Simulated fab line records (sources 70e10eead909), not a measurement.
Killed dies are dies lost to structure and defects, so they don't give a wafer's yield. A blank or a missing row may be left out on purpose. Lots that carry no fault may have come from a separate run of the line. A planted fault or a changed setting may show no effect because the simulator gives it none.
Code-filled problem report in 8D (eight disciplines) form -- flow nand_harc -- the parts of the form that need people (team, actions taken, sign-off) are left out

1. THE PROBLEM
Wafers without a fault read 3.7, standard deviation 2.2; raw_defect_count at NHARC_P_M1_INSPECT_11 reads a mean of 445.0 on 9 wafers belonging to 3 lots. So: +99 or more standard deviations from the usual mean.
First observed at day 9 07:41: wafer L436.1, on defect_inspect-01. The record holds 39 wafers of 13 lots with a number at this step. Rule for "out" (also "out of limits"): further than 4 standard deviations from the usual mean. Any other wafer with a number is counted as sound.

2. WHAT THIS IS AND IS NOT
question,is,is not
which readings at this step,raw_defect_count,-
which lots,"L436, L438, L440","L426, L427, L428, L429, L430, L433, L435, L437, L439, L448"
which wafers of those lots,all that have a number,-
read on which gauges,"defect_inspect-01, defect_inspect-02",-
when,from day 9 07:41,up to then (27 sound wafers); but 3 sound wafers of L448 came after

3. SUSPECTS, AND WHAT RULES EACH OUT
Counting: a tool at a process step up to the reading stays a suspect if it ran every lot that is out and no sound lot after the first of them.
- the gauge at NHARC_P_M1_INSPECT_11 has been ruled out. The wafers that are out were read on 2 gauges (defect_inspect-01, defect_inspect-02).
- rtp_anneal-02 at NHARC_P_M0_ANNEAL_30 (time 90 s): kept. All lots that are out passed through it, beginning with L436 at day 9 05:29, and no sound lot followed; its final sound lot before that point was L437 at day 9 00:53.
- pecvd-03 at NHARC_P_M0_PRE_CLEAN_31 (time 12 s): kept. All lots that are out passed through it, beginning with L436 at day 9 06:22, and no sound lot followed; its final sound lot before that point was L439 at day 9 00:54.
What counting leaves: rtp_anneal-02 at NHARC_P_M0_ANNEAL_30 and pecvd-03 at NHARC_P_M0_PRE_CLEAN_31.

4. THE CAUSE (what the simulator had put in)
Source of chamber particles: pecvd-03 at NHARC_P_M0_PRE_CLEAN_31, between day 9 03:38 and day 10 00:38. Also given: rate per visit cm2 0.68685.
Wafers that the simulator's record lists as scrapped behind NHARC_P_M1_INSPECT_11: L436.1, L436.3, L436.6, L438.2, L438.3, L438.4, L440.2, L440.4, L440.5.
Of the 2 suspects that counting leaves, this tool is one.

5. THE EFFECT CHAIN, in route order
Each row: a reading whose mean over the struck wafers that have a number lies more than 3 standard deviations from the usual. Only readings for which the record gives a usual standard deviation are gone through. hours: the time from each lot's start at the first step in this table that gives one to its start at this step, as a median over the lots. sigmas: the change in usual standard deviations.
hours,step,reading,usual,on struck wafers,change,sigmas
0,NHARC_P_M1_INSPECT_11,raw_defect_count,3.7,445.0,+441.3,+99 or more

6. HOW IT WOULD HAVE BEEN CAUGHT EARLIER
Counted from the fault's start at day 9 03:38, it took 4 hours until the first out-of-limits reading at a measuring or inspecting step in this record, taken at day 9 07:41.
No tool reading at NHARC_P_M0_PRE_CLEAN_31 that has a usual standard deviation in the record was out on any struck wafer, so an alarm limit of 4 standard deviations on those readings would not have fired.
Lots out: 3; of these, L438, L440 started NHARC_P_M0_PRE_CLEAN_31 on pecvd-03 after day 9 07:41. A hold on the tool at that time would have spared those 2.
